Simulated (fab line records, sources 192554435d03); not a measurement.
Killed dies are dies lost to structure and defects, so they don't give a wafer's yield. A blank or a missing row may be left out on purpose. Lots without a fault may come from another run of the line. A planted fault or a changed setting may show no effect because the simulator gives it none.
Which tool did it? | flow n5_finfet | 10 lots, 30 wafers sampled, at 3 steps of a route of 1938

WHAT THE GAUGES READ, wafer by wafer
N5_BEOL_M3_CD_MEAS_28: target cd 25.7 nm, target cd y 23.3 nm.
lot  | measured     | on        | cd_nm (nm)
L297 | day 7 10:33  | cd_sem-03 | 25.63 25.66 25.78
L298 | day 8 08:44  | cd_sem-02 | 26.29 25.86 25.57
L300 | day 8 12:58  | cd_sem-03 | 25.33 26.13 26.09
L299 | day 8 15:29  | cd_sem-02 | 25.79 25.63 25.75
L301 | day 8 19:18  | cd_sem-02 | 25.70 26.12 25.77
L302 | day 8 21:25  | cd_sem-03 | 25.81 25.39 25.99
L308 | day 10 12:05 | cd_sem-02 | 16.52 18.97 22.55
L314 | day 11 19:26 | cd_sem-02 | 25.81 25.92 25.72
L315 | day 12 03:41 | cd_sem-03 | 25.71 25.85 25.35
L318 | day 12 20:17 | cd_sem-03 | 25.63 26.07 25.89

WHICH TOOL RAN EACH LOT (tool, then ch and the chambers of the sampled wafers, then the start)
lot  | N5_BEOL_M2_DEP_57               | N5_BEOL_M3_EXPOSE_25
L297 | pecvd-04 ch 0,1, day 7 08:22    | euv_scanner-01 ch 0, day 7 10:24
L298 | pecvd-01 ch 0,2, day 8 07:01    | euv_scanner-01 ch 0, day 8 08:36
L300 | pecvd-01 ch 0,1, day 8 10:41    | euv_scanner-01 ch 0, day 8 12:50
L299 | pecvd-04 ch 1,2, day 8 11:47    | euv_scanner-01 ch 0, day 8 15:20
L301 | pecvd-01 ch 0,2, day 8 15:51    | euv_scanner-02 ch 0, day 8 19:09
L302 | pecvd-01 ch 0,1, day 8 18:16    | euv_scanner-01 ch 0, day 8 21:17
L308 | pecvd-02 ch 0,1, day 10 08:49   | euv_scanner-01 ch 0, day 10 11:57
L314 | pecvd-01 ch 0,1, day 11 15:11   | euv_scanner-02 ch 0, day 11 19:17
L315 | pecvd-02 ch 0,1,2, day 12 00:30 | euv_scanner-02 ch 0, day 12 03:34
L318 | pecvd-02 ch 0,1, day 12 17:43   | euv_scanner-02 ch 0, day 12 20:08
- N5_BEOL_M2_DEP_57: deposits SiCN from 3MS/NH3, target thk 8 nm, time 14 s.
- N5_BEOL_M3_EXPOSE_25: exposes mask V2, defocus 5 nm.

THE ANSWER, worked out from the rows above alone
Rule: what is usual is taken from the lots themselves. Put in order of their means at a reading, lots are off if they are a third of the lots or fewer, leave a main group of 4 or more, and stand apart from it by a gap of 3 or more times the standard deviation of the main group's means; of several such gaps the widest counts. A main group whose means are all the same, to the digits that the tables above print for the reading, isn't used. A lot without any number at a reading at which 4 lots or more have one is off too. The other lots that the step has rows for count as sound.
Off: L308, at N5_BEOL_M3_CD_MEAS_28 (cd_nm). The main group: mean 25.79 nm, standard deviation 0.088.
A tool fits if, at a process step before that reading, it ran every lot that is off, and no sound lot after the first of them. The gauges at N5_BEOL_M3_CD_MEAS_28 are tried like those tools. One fits: euv_scanner-01 at N5_BEOL_M3_EXPOSE_25. Its last sound lot is L302 (day 8 21:17), its first lot that is off L308 (day 10 11:57): a fault that began between those two fits.

WHAT THE SIMULATOR HAD PUT IN
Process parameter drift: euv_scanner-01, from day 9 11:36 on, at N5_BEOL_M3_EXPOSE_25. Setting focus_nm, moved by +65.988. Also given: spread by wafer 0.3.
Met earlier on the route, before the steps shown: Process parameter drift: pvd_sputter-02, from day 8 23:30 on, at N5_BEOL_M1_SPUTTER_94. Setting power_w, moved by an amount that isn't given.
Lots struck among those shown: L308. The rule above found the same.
